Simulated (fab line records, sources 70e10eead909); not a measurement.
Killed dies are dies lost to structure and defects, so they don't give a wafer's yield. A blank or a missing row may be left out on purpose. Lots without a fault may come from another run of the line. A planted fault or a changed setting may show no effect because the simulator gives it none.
Tool commonality check | flow nand_harc | 13 lots, 42 wafers sampled

WHY IT WAS OPENED
At NHARC_P_ZERO_WELL_CD_MEAS_52 the reading cd_nm is flagged on 1 of 13 lots. Wafers without a fault read 1998.7 nm, standard deviation 2.
Rule: a lot is flagged when every wafer of it that has a number lies more than 4 standard deviations from that mean, or none has a number. The other lots count as sound.

lot  | measured    | on        | cd_nm (nm), wafer by wafer                | flag
L157 | day 1 23:44 | cd_sem-02 | 2002.5 1999.9 1999.4                      |
L161 | day 2 23:34 | cd_sem-01 | 1999.1 1999.0 1998.8                      |
L162 | day 3 06:01 | cd_sem-01 | 1996.7 2000.8 2002.6                      |
L163 | day 3 11:47 | cd_sem-03 | 2001.0 2000.3 2001.4                      |
L164 | day 3 17:46 | cd_sem-02 | 1997.4 2000.3 2002.3                      |
L166 | day 4 05:51 | cd_sem-01 | 1999.6 1998.2 1996.6                      |
L167 | day 4 11:22 | cd_sem-01 | 1721.4 1722.3 1722.7 1721.8 1722.1 1722.4 | FLAGGED
L171 | day 5 11:34 | cd_sem-01 | 1999.2 2001.7 1999.8                      |
L172 | day 5 17:39 | cd_sem-01 | 1995.3 2002.0 2000.3                      |
L176 | day 6 17:38 | cd_sem-02 | 1999.9 1999.1 1997.1                      |
L177 | day 6 23:50 | cd_sem-01 | 1994.0 1996.8 1997.1                      |
L178 | day 7 05:50 | cd_sem-03 | 1999.5 2004.0 2003.7                      |
L179 | day 7 11:38 | cd_sem-01 | 1999.3 1999.0 1999.5                      |
The numbers of the flagged lots are 1722.1 nm on average: -276.6 nm against the usual, or -99 or more standard deviations.

WHICH TOOL RAN EACH LOT
The record holds 1 process step before the reading, out of a route of 1159 steps. In each cell: the tool, then ch and the chambers that the sampled wafers went through, then the start.
lot  | flag    | NHARC_P_ZERO_WELL_EXPOSE_49
L157 |         | krf_scanner-01 ch 0, day 1 23:34
L161 |         | krf_scanner-01 ch 0, day 2 23:25
L162 |         | krf_scanner-04 ch 0, day 3 05:52
L163 |         | krf_scanner-02 ch 0, day 3 11:38
L164 |         | krf_scanner-02 ch 0, day 3 17:37
L166 |         | krf_scanner-02 ch 0, day 4 05:42
L167 | FLAGGED | krf_scanner-02 ch 0, day 4 11:13
L171 |         | krf_scanner-01 ch 0, day 5 11:25
L172 |         | krf_scanner-02 ch 0, day 5 17:29
L176 |         | krf_scanner-02 ch 0, day 6 17:29
L177 |         | krf_scanner-02 ch 0, day 6 23:41
L178 |         | krf_scanner-02 ch 0, day 7 05:41
L179 |         | krf_scanner-02 ch 0, day 7 11:29
What these steps do:
- NHARC_P_ZERO_WELL_EXPOSE_49: exposes mask P HVPW, target cd 2000 nm.
- NHARC_P_ZERO_WELL_CD_MEAS_52: target cd 2000 nm.

FLAGGED OVER TOTAL, TOOL BY TOOL (the gauges that took the reading come last)
step                         | tool           | lots run | flagged | share of the flagged lots | sound lots run after its first flagged lot
NHARC_P_ZERO_WELL_EXPOSE_49  | krf_scanner-01 | 3        | 0       | none                      | -
NHARC_P_ZERO_WELL_EXPOSE_49  | krf_scanner-02 | 9        | 1       | all                       | 5 (L172,L176,L177,L178,L179)
NHARC_P_ZERO_WELL_EXPOSE_49  | krf_scanner-04 | 1        | 0       | none                      | -
NHARC_P_ZERO_WELL_CD_MEAS_52 | cd_sem-01      | 8        | 1       | all                       | 4 (L171,L172,L177,L179)
NHARC_P_ZERO_WELL_CD_MEAS_52 | cd_sem-02      | 3        | 0       | none                      | -
NHARC_P_ZERO_WELL_CD_MEAS_52 | cd_sem-03      | 2        | 0       | none                      | -

WHAT THE TABLE ALLOWS
2 rows of the table ran every flagged lot: krf_scanner-02 at NHARC_P_ZERO_WELL_EXPOSE_49, cd_sem-01 at NHARC_P_ZERO_WELL_CD_MEAS_52.
- krf_scanner-02 at NHARC_P_ZERO_WELL_EXPOSE_49: 1 of its 9 lots flagged. Sound lots ran on it after the first flagged one (L172, L176, L177, L178, L179), which a lasting fault on the whole tool wouldn't allow.
- cd_sem-01 at NHARC_P_ZERO_WELL_CD_MEAS_52: 1 of its 8 lots flagged. Sound lots ran on it after the first flagged one (L171, L172, L177, L179), which a lasting fault on the whole tool wouldn't allow.
No row of the table ran every flagged lot and no sound lot after the first.

WHAT THE SIMULATOR HAD PUT IN
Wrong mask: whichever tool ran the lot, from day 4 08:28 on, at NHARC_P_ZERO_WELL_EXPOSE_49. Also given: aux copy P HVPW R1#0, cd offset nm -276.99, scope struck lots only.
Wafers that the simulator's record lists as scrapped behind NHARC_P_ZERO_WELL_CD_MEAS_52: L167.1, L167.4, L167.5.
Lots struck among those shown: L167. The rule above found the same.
